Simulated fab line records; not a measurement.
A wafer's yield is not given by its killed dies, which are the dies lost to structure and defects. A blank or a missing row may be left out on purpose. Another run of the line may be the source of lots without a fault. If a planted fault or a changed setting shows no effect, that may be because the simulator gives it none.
A lot that was struck, set against a sound lot | flow n5 finfet | 26 steps out of a route of 1938
Sound: these wafers, L811.1, L811.4, L811.5. Wafers L801.1, L801.3, L801.5 were the ones struck. The cause comes at the end.
At each step with rows: each side's tool, then ch and its chambers, then its first start. Under that, the readings that differ: sound wafers | struck wafers | difference of the means | sigmas: that difference in standard deviations of wafers without a fault.
alike: a reading whose means differ by less than 2 such deviations, as well as words and numbers matching on both sides. not compared: withheld readings; readings where some wafer has no value; bounds like >300 that might hide an equal value; numbers whose values overlap and for which the record gives no deviation.
Wherever a step has rows on one side only, a row that says differs or no value, or a row with sigmas, the two part there. Numbers that have no deviation but don't overlap get no sigmas and don't part them. Lack of a reading on every wafer of one side parts them only where that side has two or more wafers.

first, 9 steps without rows for these wafers: N5_MOL_CONTACT_COAG_ANNEAL_112 (time 1800 s); N5_BEOL_M0_SAQP_PECVD_00 (deposits SiCN from 3MS/NH3, target thk 8 nm, time 14 s); N5_BEOL_M0_SAQP_ILD_DEP_01 (deposits SiOC from DEMS/O2, target thk 45.419 nm, time 8.7 s); N5_BEOL_M0_SAQP_HM_DEP_02 (deposits TiN, target thk 12 nm); N5_BEOL_M0_SAQP_PECVD_03 (deposits SiCN from 3MS/NH3, target thk 12 nm, time 21.1 s); N5_BEOL_M0_SAQP_PECVD_96 (deposits a-Si from SiH4/He, target thk 45 nm, time 45.2 s); N5_BEOL_M0_SAQP_PECVD_97 (deposits SiNx from SiH4/NH3/N2, target thk 23 nm, time 19.9 s); N5_BEOL_M0_SAQP_PECVD_04 (deposits a-Si from SiH4/He, target thk 60 nm, time 60.2 s); N5_BEOL_M0_SAQP_HM_DEP_111 (deposits SiO2 from SiH4/N2O, target thk 12 nm, time 7.2 s).
N5_BEOL_M0_SAQP_COAT_81: time 60 s, resist thk 100 nm.
  sound on litho track-02 ch 0, day 11 07:10; struck on litho track-03 ch 0, day 8 04:43
  reading                                       | sound                | struck               | difference | sigmas
  spin speed rpm (rpm)                          | 1498.6 1498.4 1499.7 | 1609.2 1609.8 1609.4 | +110.6     | +99 or more
  model.SOC_of_BEOL_M0_SAQP_COAT_81.thk nm (nm) | 100.4 100.4 100.2    | 96.8 96.8 96.8       | -3.5       |
  alike: heater power total W
then, 9 steps without rows for these wafers: N5_BEOL_M0_SAQP_COAT_82 (time 60 s, resist thk 30 nm); N5_BEOL_M0_SAQP_COAT_08 (resist thk 90 nm); N5_BEOL_M0_SAQP_EBR_10; N5_BEOL_M0_SAQP_SOFTBAKE_09 (time 60 s); N5_BEOL_M0_SAQP_EXPOSE_11 (exposes mask M0 CORE, target cd 42 nm); N5_BEOL_M0_SAQP_PEB_12 (peb time 60 s); N5_BEOL_M0_SAQP_DEVELOP_13 (develop time 30 s); N5_BEOL_M0_SAQP_DESCUM_19 (chemistry O2, time 7.9 s); N5_BEOL_M0_SAQP_ETCH_83 (etches SiARC in CF4, target depth 39 nm, time 65 s).
N5_BEOL_M0_SAQP_ETCH_84: etches SOC in N2/H2, target depth 100 nm, overetch 20 nm, time 150 s.
  sound on rie diel-02 ch 2,3, day 11 07:46; struck on rie diel-02 ch 0,1,3, day 8 05:08
  reading                  | sound             | struck            | difference | sigmas
  model.etch.depth nm (nm) | 100.4 100.3 100.2 | 96.76 96.83 96.86 | -3.48      |
  alike: chamber pressure mTorr, drypump motor current A, oes product au, rf vpp V, showerhead plenum p Torr, throttle valve pct
  not compared: rf hours counter h
then, 3 steps without rows for these wafers: N5_BEOL_M0_SAQP_STRIP_80 (strips in N2/H2); N5_BEOL_M0_SAQP_HM_OPEN_112 (chemistry CHF3/O2, target SiO2, stops on a-Si, target depth 12 nm, time 13.5 s); N5_BEOL_M0_SAQP_STRIP_113 (strips in CHF3/O2).
N5_BEOL_M0_SAQP_MANDREL_ETCH_20: etches a-Si in HBr/Cl2, stops on SiNx, target depth 60 nm, bt time 10 s, time 30 s.
  sound on rie si-06 ch 0,1,3, day 11 07:57; struck on rie si-02 ch 1,2,3, day 8 05:19
  reading                                       | sound          | struck         | difference | sigmas
  model.SOC_of_BEOL_M0_SAQP_COAT_81.thk nm (nm) | 76.2 77.2 76.4 | 72.6 72.6 72.8 | -3.9       |
  alike: chamber pressure mTorr, drypump motor current A, oes product au, throttle valve pct
  not compared: rf hours counter h
then, 1 step without rows for these wafers: N5_BEOL_M0_SAQP_STRIP_86 (strips in N2/H2).
-- the record jumps here: 2 days lie between the struck wafers' starts before and after (it left off in module BEOL_M0_SAQP and takes up again in module BEOL_M4, whose first step shown is number 1111 of the route) --
N5_BEOL_M4_RC_MEAS_101:
  sound on prober-02 ch 0, day 14 00:58; struck on prober-02 ch 0, day 10 16:20
  alike: DIBL_N, DIBL_P, IOFF_N, IOFF_P, ION_N, ION_P, SS_N, SS_P, VT_N, VT_P

== WHERE THEY PART ==
N5_BEOL_M0_SAQP_COAT_81 only, going by this record. Later steps at which nothing parts them and some readings are alike: N5_BEOL_M0_SAQP_ETCH_84, N5_BEOL_M0_SAQP_MANDREL_ETCH_20, N5_BEOL_M4_RC_MEAS_101.

WHY: what had been put in by the simulator
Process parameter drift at N5_BEOL_M0_SAQP_COAT_81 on litho track-03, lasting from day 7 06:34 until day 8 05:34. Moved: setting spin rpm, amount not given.
